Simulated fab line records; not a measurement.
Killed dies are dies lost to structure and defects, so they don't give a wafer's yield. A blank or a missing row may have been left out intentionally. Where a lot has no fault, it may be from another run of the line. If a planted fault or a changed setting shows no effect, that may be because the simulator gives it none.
One fault through the eyes of 2 desks / flow n5Finfet / only its own numbers are on each desk; what lay behind them is given at the end

== THE METROLOGY DESK ==
What the gauges read, lot by lot, whatever tool the lot ran on: means of the sampled wafers that have a number. The brackets show how far a lot's mean lies from the usual mean; more than 4 standard deviations puts the lot out of limits, marked OUT. 7 of its 11 readings are shown, namely those furthest out on some lot.
Columns: A = DIBL_N at N5_BEOL_M4_RC_MEAS_101, usual 36.4 mV/V; B = IOFF_P at N5_BEOL_M4_RC_MEAS_101, usual 0.21 nA/um; C = ION_N at N5_BEOL_M4_RC_MEAS_101, usual 673 uA/um; D = ION_P at N5_BEOL_M4_RC_MEAS_101, usual 461 uA/um; E = SS_N at N5_BEOL_M4_RC_MEAS_101, usual 71.6 mV/dec; F = VT_P at N5_BEOL_M4_RC_MEAS_101, usual -250 mV; G = PASS_OPEN_OVL at N5_PASSIVATION_OVL_MEAS_66, usual 4 nm
lot=L484; first seen here=day 8 00:08; A=36.3; B=0.20; C=685; D=459; E=71.0; F=-252; G=10
lot=L485; first seen here=day 8 02:40; A=37.2; B=0.22; C=675; D=458; E=71.8; F=-249; G=3
lot=L486; first seen here=day 8 07:10; A=37.3; B=0.24; C=666; D=459; E=71.7; F=-247; G=5
lot=L487; first seen here=day 8 18:12; A=36.0; B=0.18; C=676; D=452; E=71.7; F=-254; G=7
lot=L493; first seen here=day 10 09:15; A=35.5; B=0.19; C=656; D=448; E=72.0; F=-252; G=7
lot=L502; first seen here=day 11 22:14; A=36.0; B=0.18; C=668; D=455; E=71.3; F=-255; G=6
lot=L501; first seen here=day 12 02:36; A=35.5; B=0.20; C=680; D=465; E=70.9; F=-250; G=6
lot=L504; first seen here=day 12 22:25; A=38.9; B=0.25; C=672; D=463; E=71.7; F=-246; G=7
lot=L507; first seen here=day 13 18:05; A=38.1; B=0.25; C=674; D=463; E=71.7; F=-245; G=1
This desk's verdict: no lot among the 9 shows anything out of limits.

== TOOL OWNER'S DESK, rieDiel-06 ==
The tool's own readings at N5_SDB_ETCH_18 (etches SOC in N2/H2, target depth 100 nm, overetch 20 nm, time 150 s): means of the sampled wafers that have a number, for each lot that ran on this tool. The brackets show how far a lot's mean lies from the usual mean; more than 4 standard deviations puts the lot out of limits, marked OUT.
Columns: A = drypumpMotorCurrentA at N5_SDB_ETCH_18, usual 5.6 A; B = oesProductAu at N5_SDB_ETCH_18, usual 0.73 a.u.; C = rfVppV at N5_SDB_ETCH_18, usual 525.0 V; D = showerheadPlenumPTorr at N5_SDB_ETCH_18, usual 2.59 Torr; E = throttleValvePct at N5_SDB_ETCH_18, usual 17.8 %
lot=L484; first seen here=day 3 16:32; A=5.6; B=0.72; C=523.0; D=2.53; E=18.0
lot=L485; first seen here=day 3 23:41; A=5.7; B=0.70; C=524.0; D=2.55; E=17.9
lot=L487; first seen here=day 4 10:34; A=5.6; B=0.71; C=523.9; D=2.53; E=18.1
lot=L493; first seen here=day 6 01:49; A=5.3; B=0.70; C=522.8; D=2.49; E=17.9
lot=L507; first seen here=day 9 17:27; A=6.1; B=0.64; C=524.7; D=2.56; E=18.2
This desk's verdict: no lot among the 5 shows anything out of limits.

== ALL TOGETHER ==
Nothing out of limits was seen by the metrology desk.
The tool owner's desk saw nothing out of limits.

== WHAT THE SIMULATOR PUT IN ==
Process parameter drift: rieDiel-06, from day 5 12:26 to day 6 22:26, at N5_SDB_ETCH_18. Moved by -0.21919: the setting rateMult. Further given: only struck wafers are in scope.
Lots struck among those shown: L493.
